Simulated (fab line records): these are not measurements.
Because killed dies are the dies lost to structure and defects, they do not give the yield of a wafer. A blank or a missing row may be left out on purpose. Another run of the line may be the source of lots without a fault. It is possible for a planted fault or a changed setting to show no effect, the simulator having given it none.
One fault through the eyes of 3 desks || flow n5 finfet || only its own numbers are on each desk; what lay behind them is given at the end

## METROLOGY DESK
Means of the sampled wafers that have a number, per lot and without regard to the tool the lot ran on: this is what the gauges read. Any lot whose mean is over 4 standard deviations away from the usual mean is out of limits and marked OUT; that distance is given in the brackets.
Columns: A = V4_OVL at N5_BEOL_M5_OVL_MEAS_29, usual -0.3 nm
{"lot": "L734", "first seen here": "day 9 00:12", "A": -0.7}
{"lot": "L739", "first seen here": "day 11 01:11", "A": -0.4}
{"lot": "L741", "first seen here": "day 12 01:45", "A": -1.0}
{"lot": "L744", "first seen here": "day 12 08:20", "A": 0.1}
{"lot": "L748", "first seen here": "day 13 01:05", "A": -1.3}
{"lot": "L751", "first seen here": "day 13 17:24", "A": -0.6}
This desk's finding: nothing out of limits on any of the 6 lots.

## TOOL OWNER'S DESK, rie diel-05
The tool's own readings at N5_BEOL_M5_ETCH_41 (etches SiCN in CH3F/O2, target depth 31.5 nm, time 56.7 s): means of the sampled wafers that have a number, for each lot that ran on this tool. Any lot whose mean is over 4 standard deviations away from the usual mean is out of limits and marked OUT; that distance is given in the brackets.
Columns: A = drypump motor current A at N5_BEOL_M5_ETCH_41, usual 5.9 A; B = oes product au at N5_BEOL_M5_ETCH_41, usual 0.75 a.u.; C = rf fwd power W at N5_BEOL_M5_ETCH_41, usual 391.6 W; D = rf vpp V at N5_BEOL_M5_ETCH_41, usual 297.5 V; E = showerhead plenum p Torr at N5_BEOL_M5_ETCH_41, usual 2.01 Torr; F = throttle valve pct at N5_BEOL_M5_ETCH_41, usual 16.35 %
{"lot": "L739", "first seen here": "day 11 01:35", "A": 5.6, "B": 0.81, "C": 392.1, "D": 299.3, "E": 2.08, "F": 16.40}
{"lot": "L741", "first seen here": "day 12 02:08", "A": 5.6, "B": 0.80, "C": "486.1 (+79) OUT", "D": "278.6 (-15) OUT", "E": 2.07, "F": 16.45}
{"lot": "L744", "first seen here": "day 12 08:43", "A": 5.5, "B": 0.81, "C": "486.9 (+79) OUT", "D": "278.7 (-14) OUT", "E": 2.06, "F": 16.50}
This desk finds L741, L744 out of limits, L741 being first, at day 12 02:08 (rf fwd power W at N5_BEOL_M5_ETCH_41). Within limits: L739.

## THE DEFECT DESK
Counts from the inspections along the route, per lot, as means over the sampled wafers that have a number. Any lot whose mean is over 4 standard deviations away from the usual mean is out of limits and marked OUT; that distance is given in the brackets.
Columns: A = raw defect count at N5_BEOL_M5_INSPECT_30, usual 397
{"lot": "L734", "first seen here": "day 9 00:16", "A": 417}
{"lot": "L739", "first seen here": "day 11 01:14", "A": 303}
{"lot": "L741", "first seen here": "day 12 01:49", "A": 322}
{"lot": "L744", "first seen here": "day 12 08:23", "A": 390}
{"lot": "L748", "first seen here": "day 13 01:08", "A": 356}
{"lot": "L751", "first seen here": "day 13 17:27", "A": 382}
This desk's finding: nothing out of limits on any of the 6 lots.

## BROUGHT TOGETHER
An alarm could have come from the tool owner's desk at day 12 02:08, on L741, L744.
The metrology desk saw nothing out of limits.
The defect desk saw nothing out of limits.
The metrology desk has L741, L744 on record, within its limits.
The defect desk has L741, L744 on record, within its limits.
Of the lots named, all ran N5_BEOL_M5_ETCH_41 on rie diel-05.

## WHAT THE SIMULATOR HAD PUT IN
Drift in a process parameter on rie diel-05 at N5_BEOL_M5_ETCH_41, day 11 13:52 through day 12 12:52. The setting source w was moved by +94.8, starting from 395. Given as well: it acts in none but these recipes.
Lots struck among those shown: L741, L744.
Delay in hours, fault start to first out-of-limits reading, by desk: the tool owner's desk at 12.
